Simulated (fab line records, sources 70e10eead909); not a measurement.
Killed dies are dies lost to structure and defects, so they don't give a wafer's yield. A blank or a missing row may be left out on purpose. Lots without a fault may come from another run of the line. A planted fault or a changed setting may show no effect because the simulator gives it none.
Which tool did it? | flow nand_harc | 13 lots, 39 wafers sampled, at 6 steps of a route of 1159

WHAT THE GAUGES READ, wafer by wafer
NHARC_P_BONDPAD_INSPECT_23.
lot  | measured     | on                | raw_defect_count
L957 | day 6 15:04  | defect_inspect-02 | 253 294 350
L956 | day 6 15:43  | defect_inspect-01 | 248 407 232
L959 | day 7 04:20  | defect_inspect-02 | 348 373 361
L958 | day 7 12:52  | defect_inspect-01 | 383 208 287
L966 | day 9 01:29  | defect_inspect-01 | 293 313 226
L971 | day 10 14:16 | defect_inspect-02 | 211 432 412
L972 | day 10 14:50 | defect_inspect-01 | 334 292 275
L973 | day 10 20:59 | defect_inspect-01 | 567 254 258
L974 | day 10 21:59 | defect_inspect-01 | 190 170 288
L976 | day 11 12:29 | defect_inspect-02 | 541 525 296
L977 | day 11 15:19 | defect_inspect-01 | 347 238 279
L978 | day 11 23:25 | defect_inspect-01 | 238 286 219
L979 | day 12 07:32 | defect_inspect-01 | 165 307 195

NHARC_A_ONON_D1_THK_MEAS_11: measures by ellipsometry.
lot  | measured     | on            | thk_nm (nm)
L957 | day 7 18:36  | film_metro-01 | 996 997 995
L956 | day 7 18:36  | film_metro-02 | 1006 1006 1005
L959 | day 8 07:08  | film_metro-02 | 1003 1005 1005
L958 | day 8 14:27  | film_metro-02 | 1005 1004 1005
L966 | day 10 02:24 | film_metro-02 | 992 990 990
L971 | day 11 15:26 | film_metro-02 | 1011 1010 1013
L972 | day 11 15:25 | film_metro-02 | 1006 1008 1005
L973 | day 12 00:35 | film_metro-01 | 999 999 1001
L974 | day 12 00:34 | film_metro-02 | 993 993 995
L976 | day 12 17:18 | film_metro-01 | 999 998 998
L977 | day 12 17:18 | film_metro-02 | 984 983 983
L978 | day 13 01:15 | film_metro-02 | 987 987 989
L979 | day 13 09:22 | film_metro-01 | 1005 1003 1003

NHARC_A_ONON_D1_THK_MEAS_21: measures by ellipsometry.
lot  | measured     | on            | thk_nm (nm)
L957 | day 8 03:49  | film_metro-01 | 990 991 991
L956 | day 8 03:49  | film_metro-02 | 1011 1011 1011
L959 | day 8 16:19  | film_metro-01 | 987 989 986
L958 | day 8 22:41  | film_metro-02 | 988 989 989
L966 | day 10 13:49 | film_metro-02 | 1530 998 999
L971 | day 12 03:11 | film_metro-01 | 1010 1010 1011
L972 | day 12 03:13 | film_metro-02 | 998 997 997
L973 | day 12 10:53 | film_metro-01 | 1012 1011 1010
L974 | day 12 10:54 | film_metro-02 | 1010 1008 1009
L976 | day 13 01:39 | film_metro-02 | 983 980 979
L977 | day 13 01:39 | film_metro-01 | 1001 1001 1001
L978 | day 13 09:35 | film_metro-01 | 1005 1004 1004
L979 | day 13 18:53 | film_metro-02 | 1008 1008 1008

NHARC_END_SORT_01.
lot  | measured     | on        | killed_at_array | killed_at_other | killed_at_periphery | killed_dies | killed_open | killed_short
L966 | day 21 22:23 | prober-02 | 674 25 21       | 0 1 0           | 3 7 1               | 677 33 22   | 5 5 3       | 2 5 0

WHICH TOOL RAN EACH LOT (tool, then ch and the chambers of the sampled wafers, then the start)
lot  | NHARC_A_ZERO_WELL_DESCUM_12        | NHARC_A_ONON_D1_DEP_19
L957 | rie_diel-03 ch 0,3, day 6 16:25    | pecvd_onon-04 ch 0, day 8 03:18
L956 | rie_diel-05 ch 1,2,3, day 6 17:13  | pecvd_onon-02 ch 0, day 8 03:19
L959 | rie_diel-03 ch 0,1,2, day 7 05:49  | pecvd_onon-03 ch 0, day 8 15:59
L958 | rie_diel-03 ch 0,1,3, day 7 14:20  | pecvd_onon-04 ch 0, day 8 22:10
L966 | rie_diel-05 ch 0,1, day 9 02:56    | pecvd_onon-02 ch 0, day 10 13:18
L971 | rie_diel-03 ch 0,1, day 10 15:37   | pecvd_onon-03 ch 0, day 12 02:40
L972 | rie_diel-03 ch 1,3, day 10 16:20   | pecvd_onon-04 ch 0, day 12 02:41
L973 | rie_diel-12 ch 2,3, day 10 22:27   | pecvd_onon-03 ch 0, day 12 10:30
L974 | rie_diel-03 ch 0,1,2, day 10 23:28 | pecvd_onon-04 ch 0, day 12 10:30
L976 | rie_diel-05 ch 0,2,3, day 11 13:59 | pecvd_onon-04 ch 0, day 13 01:12
L977 | rie_diel-12 ch 0,1,2, day 11 16:49 | pecvd_onon-02 ch 0, day 13 01:16
L978 | rie_diel-03 ch 1,2, day 12 00:53   | pecvd_onon-04 ch 0, day 13 09:11
L979 | rie_diel-05 ch 1,2,3, day 12 08:53 | pecvd_onon-04 ch 0, day 13 18:30
- NHARC_A_ZERO_WELL_DESCUM_12: chemistry O2, time 3 s.
- NHARC_A_ONON_D1_DEP_19: target thk 1000 nm.

WHAT THE TOOLS THEMSELVES READ (means of the sampled wafers that have a number; where no wafer has one, the mark that the record gives instead)
NHARC_A_ZERO_WELL_DESCUM_12.
lot  | tool        | drypump_motor_current_A (A) | oes_product_au (a.u.) | rf_vpp_V (V) | showerhead_plenum_p_Torr (Torr) | throttle_valve_pct (%)
L957 | rie_diel-03 | 5.6                         | 0.998                 | 57.5         | 1.89                            | 11.317
L956 | rie_diel-05 | 5.9                         | 1.000                 | 56.0         | 1.83                            | 11.312
L959 | rie_diel-03 | 5.4                         | 0.999                 | 57.8         | 1.84                            | 11.311
L958 | rie_diel-03 | 5.6                         | 0.997                 | 58.3         | 1.87                            | 11.313
L966 | rie_diel-05 | 5.6                         | 0.999                 | 57.7         | 1.93                            | 11.315
L971 | rie_diel-03 | 5.7                         | 1.009                 | 57.4         | 1.84                            | 11.316
L972 | rie_diel-03 | 5.8                         | 1.006                 | 57.9         | 1.81                            | 11.325
L973 | rie_diel-12 | 5.0                         | 1.007                 | 57.5         | 1.93                            | 11.316
L974 | rie_diel-03 | 5.4                         | 0.995                 | 56.5         | 1.84                            | 11.306
L976 | rie_diel-05 | 5.9                         | 1.004                 | 58.1         | 1.88                            | 11.313
L977 | rie_diel-12 | 6.0                         | 1.018                 | 57.9         | 1.89                            | 11.310
L978 | rie_diel-03 | 5.3                         | 1.006                 | 57.1         | 1.79                            | 11.310
L979 | rie_diel-05 | 5.9                         | 0.996                 | 57.0         | 1.83                            | 11.317

THE ANSWER, worked out from the rows above alone
Rule: what is usual is taken from the lots themselves. Put in order of their means at a reading, lots are off if they are a third of the lots or fewer, leave a main group of 4 or more, and stand apart from it by a gap of 3 or more times the standard deviation of the main group's means; of several such gaps the widest counts. A main group whose means are all the same, to the digits that the tables above print for the reading, isn't used. A lot without any number at a reading at which 4 lots or more have one is off too. The other lots that the step has rows for count as sound. The gauges are gone through in route order, then the tools' own readings, and for those a lot's mean is taken as printed above. The first step at which some lot is off is used, and at that step the reading that is off furthest; a lot without a number counts as furthest.
Off: L966, at NHARC_A_ONON_D1_THK_MEAS_21 (thk_nm). The main group: mean 1000 nm, standard deviation 10.
A tool fits if, at a process step before that reading, it ran every lot that is off, and no sound lot after the first of them. The gauges at NHARC_A_ONON_D1_THK_MEAS_21 are tried like those tools. None of those tried fits.

WHAT THE SIMULATOR HAD PUT IN
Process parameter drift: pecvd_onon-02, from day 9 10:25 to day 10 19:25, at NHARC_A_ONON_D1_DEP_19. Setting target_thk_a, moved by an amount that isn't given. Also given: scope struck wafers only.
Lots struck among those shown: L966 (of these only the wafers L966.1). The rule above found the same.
